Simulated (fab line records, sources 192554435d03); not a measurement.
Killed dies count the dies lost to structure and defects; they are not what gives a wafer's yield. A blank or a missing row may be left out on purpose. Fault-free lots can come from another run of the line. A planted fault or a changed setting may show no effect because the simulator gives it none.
Chamber matching    flow n5Finfet    N5_PMOS_HMC_CHANNEL_EPI_ETCH_32 on rieDiel-03 has 4 sister chambers
The step etches BARC in N2/H2, stops on SiO2, target depth 85.8 nm, time 50.3 s. 18 wafers are shown with their chamber, then 9 later ones without.

WAFERS WITH THEIR CHAMBER
wafer   chamber  showerheadPlenumPTorr (Torr)  throttleValvePct (%)  oesProductAu (a.u.)
L074.2  2        2.61                          17.66                 0.60
L074.3  0        2.50                          17.79                 0.83
L074.5  3        2.66                          18.01                 0.68
L075.1  0        2.50                          17.78                 0.82
L075.5  3        2.66                          18.00                 0.68
L075.6  0        2.50                          17.77                 0.82
L077.2  0        2.50                          17.81                 0.81
L077.5  3        2.66                          18.02                 0.68
L077.6  0        2.50                          17.79                 0.80
L080.2  2        2.61                          17.70                 0.59
L080.3  3        2.66                          18.02                 0.67
L080.6  1        2.54                          17.77                 0.68
L081.1  0        2.49                          17.82                 0.79
L081.4  2        2.61                          17.69                 0.59
L081.6  0        2.49                          17.79                 0.79
L084.1  3        2.65                          18.03                 0.66
L084.5  1        2.54                          17.79                 0.66
L084.6  2        2.61                          17.70                 0.59

SIGNATURES, as means of the wafers listed above
reading                chamber 0  chamber 1  chamber 2  chamber 3  scatter within a chamber
showerheadPlenumPTorr  2.4971     2.5400     2.6100     2.6580     0.00399
throttleValvePct       17.7929    17.7800    17.6875    18.0160    0.0159
oesProductAu           0.8086     0.6700     0.5925     0.6740     0.0122
Rule: distance of a wafer from a chamber = root of the sum over the readings of ((wafer's reading minus chamber's mean) / reading's scatter) squared. If the next closest chamber is less than 2 further off than the closest, the wafer can't be placed; otherwise it belongs to the closest. How the scatter is found: for the shown wafers, subtract from each reading the mean of its chamber, square and add these, divide the total by (wafers less chambers), then take the root.

WAFERS WITHOUT THEIR CHAMBER
wafer   showerheadPlenumPTorr (Torr)  throttleValvePct (%)  oesProductAu (a.u.)
L085.2  2.61                          17.71                 0.59
L085.3  2.65                          18.05                 0.67
L085.5  2.65                          18.04                 0.66
L091.1  2.53                          17.82                 0.66
L091.2  2.60                          17.72                 0.58
L091.5  2.53                          17.81                 0.66
L092.1  2.65                          18.06                 0.65
L092.2  2.60                          17.74                 0.58
L092.3  2.49                          17.85                 0.75

WHICH CHAMBER EACH ONE RAN IN
wafer   from the rows above  in truth
L085.2  2                    2
L085.3  3                    3
L085.5  3                    3
L091.1  1                    1
L091.2  2                    2
L091.5  1                    1
L092.1  3                    3
L092.2  2                    2
L092.3  0                    0
Correctly placed: 9 of 9. Left unplaced by these rows: 0. Number placed wrongly: 0.
